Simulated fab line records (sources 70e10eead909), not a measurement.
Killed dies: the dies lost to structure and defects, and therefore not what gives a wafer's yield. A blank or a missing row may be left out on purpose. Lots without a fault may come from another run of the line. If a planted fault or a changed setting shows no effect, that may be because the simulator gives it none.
Comparing a struck lot with a sound one || flow nand_harc || 14 steps out of a route of 1302
Sound: wafers L854.1, L854.2, L854.6. Struck: wafer L861.5 (left out: L861.3, L861.6 of the same lot, which were not struck); the cause appears at the end.
At each step with rows: each side's tool, then ch and its chambers, then its first start. Under that, the readings that differ: sound wafers || struck wafers || difference of the means || sigmas: that difference in standard deviations of wafers without a fault.
alike: same words and numbers on both sides, and readings whose means sit less than 2 such deviations apart. not compared: any withheld reading, any reading some wafer has no value for, any bound like >300 that may hide the same value, and any number with overlapping values for which the record gives no deviation.
Wherever a step has rows on one side only, a row that says differs or no value, or a row with sigmas, the two part there. Non-overlapping numbers with no deviation appear without sigmas and do not part them. A reading missing from all wafers of one side parts the sides only when that side holds two or more wafers.

NHARC_A_CHANNEL_HOLE_D1_CD_MEAS_30:
  struck on cd_sem-01, day 12 06:31; sound on cd_sem-01, day 8 23:34
  alike: cd_nm
NHARC_A_CHANNEL_HOLE_D1_XSEM_31:
  sound on xsem-02 ch 0, day 8 23:40; struck on xsem-01 ch 0, day 12 06:37
  alike: bot_cd_nm, bow_nm, tilt_deg
NHARC_A_CHANNEL_HOLE_D1_INSPECT_40:
  struck on defect_inspect-02, day 12 06:42; sound on defect_inspect-01, day 8 23:46
  alike: raw_defect_count
then, 3 steps without rows for these wafers: NHARC_A_CHANNEL_FILL_D1_PRECLEAN_00 (cleans in SC1); NHARC_A_CHANNEL_FILL_D1_SRD_01; NHARC_A_CHANNEL_FILL_D1_ALD_02 (deposits SiO2, target thk 6 nm, pulse time 10 s, ald cycles 60).
NHARC_A_CHANNEL_FILL_D1_ALD_03: deposits SiNx, target thk 6 nm, pulse time 60 s, ald cycles 58.
  sound on ald_sin_batch-01 ch 0; struck on ald_sin_batch-01 ch 0
  alike: precursor_pulse_height_rel
NHARC_A_CHANNEL_FILL_D1_ALD_14: deposits SiO2, target thk 2.5 nm, pulse time 10 s, ald cycles 25.
  sound on ald_hk-01 ch 0,1, day 9 06:55; struck on ald_hk-04 ch 3, day 12 11:52
  alike: heater_power_w, precursor_pulse_height_rel
NHARC_A_CHANNEL_FILL_D1_ALD_15: deposits SiNx, target thk 2 nm, pulse time 60 s, ald cycles 19.
  sound on ald_sin_batch-01 ch 0; struck on ald_sin_batch-01 ch 0
  alike: precursor_pulse_height_rel
then, 3 steps without rows for these wafers: NHARC_A_CHANNEL_FILL_D1_ALD_16 (deposits SiO2, target thk 1.5 nm, pulse time 10 s, ald cycles 15); NHARC_A_CHANNEL_FILL_D1_ANNEAL_17 (time 1800 s); NHARC_A_CHANNEL_FILL_D1_CVD_18 (deposits poly-Si, target thk 3 nm).
NHARC_A_CHANNEL_FILL_D1_ETCHBACK_19: etches the open film in HBr/Cl2, target depth 5 nm, time 1.7 s.
  sound on rie_si-06 ch 0,1,2, day 9 21:19; struck on rie_si-06 ch 0, day 13 04:57
{"reading": "oes_product_au (a.u.)", "sound": "1.004 0.998 1.012", "struck": 0.733, "difference": -0.272, "sigmas": -41}
  alike: drypump_motor_current_A, throttle_valve_pct
  not compared: rf_hours_counter_h
NHARC_A_CHANNEL_FILL_D1_ETCHBACK_20: etches the open film in C4F8/O2/Ar, target depth 27 nm, time 13.5 s.
  sound on rie_diel-13 ch 1,2, day 9 21:26; struck on rie_diel-12 ch 3, day 13 05:03
  alike: oes_product_au, rf_vpp_V
  not compared: rf_hours_counter_h

## WHERE THEY PART
At NHARC_A_CHANNEL_FILL_D1_ETCHBACK_19 and nowhere else, as far as this record goes. Later steps at which nothing parts them and some readings are alike: NHARC_A_CHANNEL_FILL_D1_ETCHBACK_20.

WHY: what the simulator had put in
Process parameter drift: rie_si-06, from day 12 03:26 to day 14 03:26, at NHARC_A_CHANNEL_FILL_D1_ETCHBACK_19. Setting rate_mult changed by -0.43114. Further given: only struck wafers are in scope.
